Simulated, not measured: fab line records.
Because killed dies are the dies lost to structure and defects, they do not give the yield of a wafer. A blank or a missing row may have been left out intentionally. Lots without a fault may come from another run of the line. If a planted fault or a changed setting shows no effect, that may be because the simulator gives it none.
Split-lot study / flow n5Finfet / on a route of 1938 steps: 7 lots, 21 wafers read

== ABOUT THE SPLIT ==
At N5_BEOL_M7_TRENCH_ETCH_37 (etches SiCOH lowk in C4F6/O2, target depth 93.478 nm, time 31.2 s), the setting timeS was moved away from the recipe's 31.2 s on 5 of the 21 wafers read, by -19.0% to +21.3%. The other wafers ran this setting at the recipe's value.

== FROM THE SPLIT TO THE READING: what the file shows between them, 11 steps ==
- N5_BEOL_M7_ETCH_41: etches SiCN in CH3F/O2, target depth 31.9 nm, time 57.8 s
- N5_BEOL_M7_STRIP_80: strips in N2/H2, time 10 s
- N5_BEOL_M7_OCD_MEAS_38
- N5_BEOL_M7_HM_STRIP_39: strips TiN in peroxide tin strip, target depth 25 nm, time 158 s
- N5_BEOL_M7_SRD_40: time 30 s
- N5_BEOL_M7_ECD_50: material Cu, target thk 300 nm
- N5_BEOL_M7_ANNEAL_51: time 90 s
- N5_BEOL_M7_CMP_52: polishes, stops on SiCOH lowk, t overpolish 6.9 s, target thk 80 nm
- N5_BEOL_M7_THK_MEAS_53: measures by xrf
- N5_BEOL_M7_PRE_CLEAN_55: time 15 s
- N5_BEOL_M7_DEP_56: deposits SiCN from 3MS/NH3, target thk 10 nm, time 17.5 s

== THE READING ==
M7_RS, in ohm/sq, at N5_BEOL_M7_RS_MEAS_57 (measures by four-point-probe). On this fab line, fault-free wafers typically give 0.288 ohm/sq with a standard deviation of 0.0094 ohm/sq.

wafer=L077.1; tool, chamber at the split=rieDiel-04, 3; timeS as run, s=31.2; against the recipe=recipe; M7_RS, ohm/sq=0.289; against lot-mates on the recipe=-
wafer=L077.5; tool, chamber at the split=rieDiel-04, 3; timeS as run, s=31.2; against the recipe=recipe; M7_RS, ohm/sq=0.279; against lot-mates on the recipe=-
wafer=L077.6; tool, chamber at the split=rieDiel-04, 0; timeS as run, s=31.2; against the recipe=recipe; M7_RS, ohm/sq=0.289; against lot-mates on the recipe=-
wafer=L078.4; tool, chamber at the split=rieDiel-04, 0; timeS as run, s=31.2; against the recipe=recipe; M7_RS, ohm/sq=0.279; against lot-mates on the recipe=-
wafer=L078.5; tool, chamber at the split=rieDiel-04, 3; timeS as run, s=31.2; against the recipe=recipe; M7_RS, ohm/sq=0.292; against lot-mates on the recipe=-
wafer=L078.6; tool, chamber at the split=rieDiel-04, 0; timeS as run, s=31.2; against the recipe=recipe; M7_RS, ohm/sq=0.287; against lot-mates on the recipe=-
wafer=L080.1; tool, chamber at the split=rieDiel-04, 3; timeS as run, s=31.2; against the recipe=recipe; M7_RS, ohm/sq=0.289; against lot-mates on the recipe=-
wafer=L080.5; tool, chamber at the split=rieDiel-04, 1; timeS as run, s=31.2; against the recipe=recipe; M7_RS, ohm/sq=0.305; against lot-mates on the recipe=-
wafer=L080.6; tool, chamber at the split=rieDiel-04, 0; timeS as run, s=31.2; against the recipe=recipe; M7_RS, ohm/sq=0.287; against lot-mates on the recipe=-
wafer=L083.4; tool, chamber at the split=rieDiel-04, 1; timeS as run, s=31.2; against the recipe=recipe; M7_RS, ohm/sq=0.311; against lot-mates on the recipe=-
wafer=L083.5; tool, chamber at the split=rieDiel-04, 2; timeS as run, s=37.86; against the recipe=+21.3%; M7_RS, ohm/sq=0.222; against lot-mates on the recipe=-0.089
wafer=L083.6; tool, chamber at the split=rieDiel-04, 3; timeS as run, s=37.86; against the recipe=+21.3%; M7_RS, ohm/sq=0.216; against lot-mates on the recipe=-0.095
wafer=L084.2; tool, chamber at the split=rieDiel-05, 1; timeS as run, s=31.2; against the recipe=recipe; M7_RS, ohm/sq=0.298; against lot-mates on the recipe=-
wafer=L084.4; tool, chamber at the split=rieDiel-05, 3; timeS as run, s=31.2; against the recipe=recipe; M7_RS, ohm/sq=0.282; against lot-mates on the recipe=-
wafer=L084.6; tool, chamber at the split=rieDiel-05, 1; timeS as run, s=25.27; against the recipe=-19.0%; M7_RS, ohm/sq=0.406; against lot-mates on the recipe=+0.116
wafer=L096.3; tool, chamber at the split=rieDiel-05, 1; timeS as run, s=31.2; against the recipe=recipe; M7_RS, ohm/sq=0.304; against lot-mates on the recipe=-
wafer=L096.5; tool, chamber at the split=rieDiel-05, 2; timeS as run, s=31.2; against the recipe=recipe; M7_RS, ohm/sq=0.286; against lot-mates on the recipe=-
wafer=L096.6; tool, chamber at the split=rieDiel-05, 3; timeS as run, s=34.94; against the recipe=+12.0%; M7_RS, ohm/sq=0.238; against lot-mates on the recipe=-0.057
wafer=L097.2; tool, chamber at the split=rieDiel-04, 0; timeS as run, s=31.2; against the recipe=recipe; M7_RS, ohm/sq=0.270; against lot-mates on the recipe=-
wafer=L097.4; tool, chamber at the split=rieDiel-04, 2; timeS as run, s=31.2; against the recipe=recipe; M7_RS, ohm/sq=0.280; against lot-mates on the recipe=-
wafer=L097.5; tool, chamber at the split=rieDiel-04, 3; timeS as run, s=33.6; against the recipe=+7.7%; M7_RS, ohm/sq=0.261; against lot-mates on the recipe=-0.014

FIT RESULTS
A straight line over all 21 wafers: M7_RS changes by -0.00421 ohm/sq for each +1% of timeS; r = -0.93; the points scatter about the line by 0.014 ohm/sq.
The same after taking each lot's own level away (the mean of its wafers on the recipe; 21 wafers): -0.00479 ohm/sq for each +1%; r = -0.97; scatter 0.0098 ohm/sq.
That fit puts the effect of the largest move of timeS on the reading at 0.1 ohm/sq.
Across the lots, their own levels run from 0.2750 to 0.3110 ohm/sq, a range of 3.8 times the standard deviation given above.
Hence the slope depends on the lot-to-lot level, as the two fits are not the same.
Check: -0.104 ohm/sq against its lot-mates is what the line predicts for one of the wafers moved furthest among these (+21.3%) when that wafer is left out of the fit. Against them it came out at -0.089 ohm/sq.

== ADDITIONAL SPLITS CARRIED BY THESE WAFERS ==
Note: prior to the reading, these wafers also went through further splits. Each is held against what the fit with the lots' levels taken away leaves over:
other split on the same wafers=N5_BEOL_M4_COAT_67 spinRpm; wafers away from the commonest value=5; r with M7_RS (lot level and that fit taken away)=+0.14
other split on the same wafers=N5_BEOL_M6_EXPOSE_25 doseMj; wafers away from the commonest value=8; r with M7_RS (lot level and that fit taken away)=+0.11
other split on the same wafers=N5_BEOL_M6_ETCH_66 sourceW; wafers away from the commonest value=7; r with M7_RS (lot level and that fit taken away)=-0.01

== THE WHOLE CHAIN: every reading that the file lists as answering this split, in the file's order ==
step=N5_BEOL_M7_TRENCH_ETCH_37; what it does=etches SiCOH lowk in C4F6/O2, target depth 93.478 nm, time 31.2 s; reading=BEOL_M7.featureDepthNm (the simulator's own value, which no gauge read); change (the file's fit)=+1.04 nm for each +1% of the setting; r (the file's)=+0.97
step=N5_BEOL_M7_TRENCH_ETCH_37; what it does=etches SiCOH lowk in C4F6/O2, target depth 93.478 nm, time 31.2 s; reading=etch.depthNm (the simulator's own value, which no gauge read); change (the file's fit)=+1.04 nm for each +1% of the setting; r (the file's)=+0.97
step=N5_BEOL_M7_TRENCH_ETCH_37; what it does=etches SiCOH lowk in C4F6/O2, target depth 93.478 nm, time 31.2 s; reading=TiN_of_BEOL_M7_HM_DEP_02.thkNm (the simulator's own value, which no gauge read); change (the file's fit)=-0.038 nm for each +1% of the setting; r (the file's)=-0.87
step=N5_BEOL_M7_OCD_MEAS_38; what it does=; reading=trenchDepthNm; change (the file's fit)=+1.03 nm for each +1% of the setting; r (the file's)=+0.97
step=N5_BEOL_M7_CMP_52; what it does=polishes, stops on SiCOH lowk, t overpolish 6.9 s, target thk 80 nm; reading=Cu_of_BEOL_M7_ECD_50.thkNm (the simulator's own value, which no gauge read); change (the file's fit)=+1.11 nm for each +1% of the setting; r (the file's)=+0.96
step=N5_BEOL_M7_THK_MEAS_53; what it does=measures by xrf; reading=M7_THK; change (the file's fit)=+1.09 for each +1% of the setting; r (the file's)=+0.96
step=N5_BEOL_M7_RS_MEAS_57; what it does=measures by four-point-probe; reading=M7_RS; change (the file's fit)=-0.00485 for each +1% of the setting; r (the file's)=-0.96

== FILE'S OWN FIT ==
M7_RS changes by -0.00485 ohm/sq for each +1% of timeS, r = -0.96.
